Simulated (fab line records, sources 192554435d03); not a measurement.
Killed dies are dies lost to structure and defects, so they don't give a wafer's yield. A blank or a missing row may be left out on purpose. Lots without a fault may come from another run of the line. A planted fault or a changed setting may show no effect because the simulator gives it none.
Which tool did it? | flow n5_finfet | 9 lots, 27 wafers sampled, at 6 steps of a route of 1938

WHAT THE GAUGES READ, wafer by wafer
N5_FIN_CUT_CD_MEAS_08: target cd 29.1 nm.
lot  | measured    | on        | cd_nm (nm)
L987 | day 2 02:24 | cd_sem-01 | 28.92 29.55 28.90
L991 | day 3 06:20 | cd_sem-03 | 29.39 29.21 29.60
L993 | day 3 14:55 | cd_sem-01 | 28.94 29.14 29.24
L995 | day 4 02:38 | cd_sem-01 | 29.11 29.10 29.03
L998 | day 4 21:10 | cd_sem-01 | 29.13 28.85 29.39
L102 | day 5 21:12 | cd_sem-03 | 29.40 29.15 29.59
L103 | day 6 04:00 | cd_sem-01 | 26.53 26.97 27.02
L106 | day 6 20:26 | cd_sem-03 | 27.31 27.12 27.06
L108 | day 7 09:23 | cd_sem-02 | 27.83 27.64 27.76

N5_BEOL_M4_RC_MEAS_101.
lot  | measured     | on        | DIBL_N (mV/V)  | DIBL_P (mV/V)  | IOFF_N (nA/um)    | IOFF_P (nA/um) | ION_N (uA/um) | ION_P (uA/um) | SS_N (mV/dec)  | SS_P (mV/dec)  | VT_N (mV)   | VT_P (mV)
L987 | day 8 10:10  | prober-01 | 33.5 36.6 33.2 | 31.3 35.8 31.9 | 0.126 0.180 0.119 | 0.18 0.25 0.18 | 677 694 671   | 470 480 460   | 70.3 71.8 70.9 | 72.9 73.1 72.5 | 250 245 252 | -249 -247 -250
L991 | day 9 03:16  | prober-02 | 36.6 35.1 37.3 | 35.3 33.9 36.3 | 0.158 0.135 0.173 | 0.23 0.21 0.25 | 678 662 677   | 467 462 470   | 71.5 70.4 71.1 | 73.4 73.0 73.6 | 250 252 250 | -248 -248 -244
L993 | day 9 12:04  | prober-01 | 37.1 35.5 35.7 | 38.5 35.8 36.4 | 0.212 0.180 0.170 | 0.25 0.21 0.21 | 682 694 678   | 468 470 462   | 72.3 72.4 72.6 | 73.9 72.8 73.1 | 246 246 248 | -248 -249 -249
L995 | day 9 18:21  | prober-02 | 36.2 35.3 37.7 | 35.3 35.3 38.0 | 0.164 0.157 0.191 | 0.18 0.18 0.23 | 669 678 679   | 453 457 467   | 72.0 71.5 72.2 | 72.7 73.0 74.1 | 249 248 245 | -253 -253 -249
L998 | day 10 17:23 | prober-01 | 37.6 36.9 36.2 | 37.8 38.0 36.3 | 0.174 0.172 0.153 | 0.24 0.26 0.22 | 669 694 684   | 461 477 468   | 71.9 71.3 71.9 | 73.7 73.5 73.2 | 250 248 249 | -250 -247 -247
L102 | day 12 01:44 | prober-01 | 37.8 36.9 35.8 | 38.8 37.7 36.3 | 0.196 0.180 0.148 | 0.22 0.21 0.19 | 677 685 670   | 460 464 461   | 71.7 71.3 71.3 | 73.6 73.5 73.9 | 245 247 249 | -248 -250 -252
L103 | day 12 04:33 | prober-01 | 36.4 40.3 36.8 | 35.7 39.6 35.8 | 0.127 0.217 0.137 | 0.16 0.22 0.16 | 656 674 656   | 444 453 449   | 71.0 72.3 71.5 | 72.9 74.0 73.3 | 255 245 252 | -257 -252 -258
L106 | day 12 22:46 | prober-02 | 35.4 36.2 35.8 | 35.2 34.6 35.9 | 0.142 0.146 0.151 | 0.17 0.16 0.18 | 675 669 684   | 463 446 466   | 71.0 71.2 71.3 | 72.1 73.0 73.0 | 249 252 252 | -251 -256 -254
L108 | day 13 07:11 | prober-02 | 34.0 36.4 36.2 | 34.6 37.1 37.3 | 0.139 0.179 0.174 | 0.20 0.24 0.25 | 679 669 674   | 465 466 467   | 71.0 72.0 71.8 | 72.8 73.6 73.0 | 250 247 248 | -249 -243 -245

WHICH TOOL RAN EACH LOT (tool, then ch and the chambers of the sampled wafers, then the start)
lot  | N5_FIN_SAQP_STRIP_70              | N5_FIN_SAQP_HM_CD_35   | N5_FIN_SAQP_FIN_ETCH_36         | N5_FIN_CUT_EXPOSE_05
L987 | rie_diel-05 ch 2,3, day 2 00:40   | cd_sem-02, day 2 01:40 | rie_si-04 ch 0,3, day 2 01:43   | euv_scanner-01 ch 0, day 2 02:17
L991 | rie_diel-06 ch 0,3, day 3 03:58   | cd_sem-03, day 3 05:33 | rie_si-03 ch 1,2,3, day 3 05:37 | euv_scanner-01 ch 0, day 3 06:13
L993 | rie_diel-05 ch 0,1,2, day 3 13:06 | cd_sem-02, day 3 14:10 | rie_si-01 ch 0,1,2, day 3 14:14 | euv_scanner-02 ch 0, day 3 14:47
L995 | rie_diel-05 ch 0,1,2, day 4 00:59 | cd_sem-01, day 4 02:01 | rie_si-01 ch 0,1,2, day 4 02:04 | euv_scanner-01 ch 0, day 4 02:30
L998 | rie_diel-05 ch 0,1,2, day 4 19:26 | cd_sem-01, day 4 20:25 | rie_si-01 ch 1,2,3, day 4 20:29 | euv_scanner-02 ch 0, day 4 21:02
L102 | rie_diel-05 ch 2,3, day 5 19:28   | cd_sem-01, day 5 20:27 | rie_si-03 ch 0,1,3, day 5 20:31 | euv_scanner-01 ch 0, day 5 21:04
L103 | rie_diel-06 ch 0,1,2, day 6 01:24 | cd_sem-02, day 6 03:23 | rie_si-03 ch 1,2,3, day 6 03:27 | euv_scanner-01 ch 0, day 6 03:52
L106 | rie_diel-06 ch 2,3, day 6 18:40   | cd_sem-03, day 6 19:41 | rie_si-04 ch 0,1,3, day 6 19:45 | euv_scanner-01 ch 0, day 6 20:18
L108 | rie_diel-06 ch 0,1,2, day 7 07:24 | cd_sem-03, day 7 08:35 | rie_si-03 ch 0,2,3, day 7 08:40 | euv_scanner-01 ch 0, day 7 09:14
- N5_FIN_SAQP_STRIP_70: strips in N2/H2.
- N5_FIN_SAQP_HM_CD_35: target cd 8 nm.
- N5_FIN_SAQP_FIN_ETCH_36: etches the open film in HBr/Cl2/O2, target depth 120 nm, time 50.4 s.
- N5_FIN_CUT_EXPOSE_05: exposes mask FIN CUT.

WHAT THE TOOLS THEMSELVES READ (means of the sampled wafers that have a number; where no wafer has one, the mark that the record gives instead)
N5_FIN_SAQP_STRIP_70.
lot  | tool        | drypump_motor_current_A (A) | oes_product_au (a.u.) | rf_vpp_V (V) | showerhead_plenum_p_Torr (Torr) | throttle_valve_pct (%)
L987 | rie_diel-05 | 5.5                         | 0.78                  | 121.7        | 3.37                            | 18.8
L991 | rie_diel-06 | 5.5                         | 0.89                  | 122.6        | 3.54                            | 18.5
L993 | rie_diel-05 | 5.3                         | 0.81                  | 121.0        | 3.33                            | 18.6
L995 | rie_diel-05 | 5.3                         | 0.80                  | 122.1        | 3.33                            | 18.6
L998 | rie_diel-05 | 5.3                         | 0.78                  | 121.5        | 3.33                            | 18.7
L102 | rie_diel-05 | 5.5                         | 0.78                  | 120.7        | 3.37                            | 18.8
L103 | rie_diel-06 | 5.5                         | 0.76                  | 121.9        | 3.35                            | 18.8
L106 | rie_diel-06 | 6.6                         | 0.70                  | 122.3        | 3.35                            | 19.0
L108 | rie_diel-06 | 5.5                         | 0.76                  | 122.0        | 3.35                            | 18.8

N5_FIN_SAQP_HM_CD_35.
lot  | tool      | cd_nm (nm)
L987 | cd_sem-02 | 8.21
L991 | cd_sem-03 | 8.00
L993 | cd_sem-02 | 8.13
L995 | cd_sem-01 | 7.89
L998 | cd_sem-01 | 8.18
L102 | cd_sem-01 | 8.18
L103 | cd_sem-02 | 8.25
L106 | cd_sem-03 | 8.13
L108 | cd_sem-03 | 8.29

N5_FIN_SAQP_FIN_ETCH_36.
lot  | tool      | drypump_motor_current_A (A) | oes_product_au (a.u.) | throttle_valve_pct (%)
L987 | rie_si-04 | 5.6                         | 1.011                 | 36.06
L991 | rie_si-03 | 5.6                         | 0.990                 | 36.23
L993 | rie_si-01 | 5.9                         | 1.011                 | 35.89
L995 | rie_si-01 | 5.9                         | 1.010                 | 35.90
L998 | rie_si-01 | 6.1                         | 1.015                 | 35.86
L102 | rie_si-03 | 5.3                         | 0.990                 | 36.28
L103 | rie_si-03 | 5.6                         | 0.974                 | 36.25
L106 | rie_si-04 | 5.4                         | 0.991                 | 36.14
L108 | rie_si-03 | 5.6                         | 0.980                 | 36.33

N5_FIN_CUT_EXPOSE_05.
lot  | tool           | exposure_dose_mJ_cm2 | focus_offset_nm (nm)
L987 | euv_scanner-01 | 45.69                | -0.7
L991 | euv_scanner-01 | 45.70                | -0.5
L993 | euv_scanner-02 | 45.71                | 0.3
L995 | euv_scanner-01 | 45.66                | 1.1
L998 | euv_scanner-02 | 45.75                | 0.0
L102 | euv_scanner-01 | 45.72                | -0.0
L103 | euv_scanner-01 | 39.50                | -0.5
L106 | euv_scanner-01 | 40.75                | 0.1
L108 | euv_scanner-01 | 41.77                | -0.1

THE ANSWER, worked out from the rows above alone
Rule: what is usual is taken from the lots themselves. Put in order of their means at a reading, lots are off if they are a third of the lots or fewer, leave a main group of 4 or more, and stand apart from it by a gap of 3 or more times the standard deviation of the main group's means; of several such gaps the widest counts. A main group whose means are all the same, to the digits that the tables above print for the reading, isn't used. A lot without any number at a reading at which 4 lots or more have one is off too. The other lots that the step has rows for count as sound. The gauges are gone through in route order, then the tools' own readings, and for those a lot's mean is taken as printed above. The first step at which some lot is off is used, and at that step the reading that is off furthest; a lot without a number counts as furthest.
Off: L103, L106, L108, at N5_FIN_CUT_CD_MEAS_08 (cd_nm). The main group: mean 29.20 nm, standard deviation 0.13.
A tool fits if, at a process step before that reading, it ran every lot that is off, and no sound lot after the first of them. The gauges at N5_FIN_CUT_CD_MEAS_08 aren't tried: what is off there is off at N5_FIN_CUT_EXPOSE_05 too, on other tools, and a gauge's error can't cause that. Can't be told from this: 2 tools fit, rie_diel-06 at N5_FIN_SAQP_STRIP_70, euv_scanner-01 at N5_FIN_CUT_EXPOSE_05.

WHAT THE SIMULATOR HAD PUT IN
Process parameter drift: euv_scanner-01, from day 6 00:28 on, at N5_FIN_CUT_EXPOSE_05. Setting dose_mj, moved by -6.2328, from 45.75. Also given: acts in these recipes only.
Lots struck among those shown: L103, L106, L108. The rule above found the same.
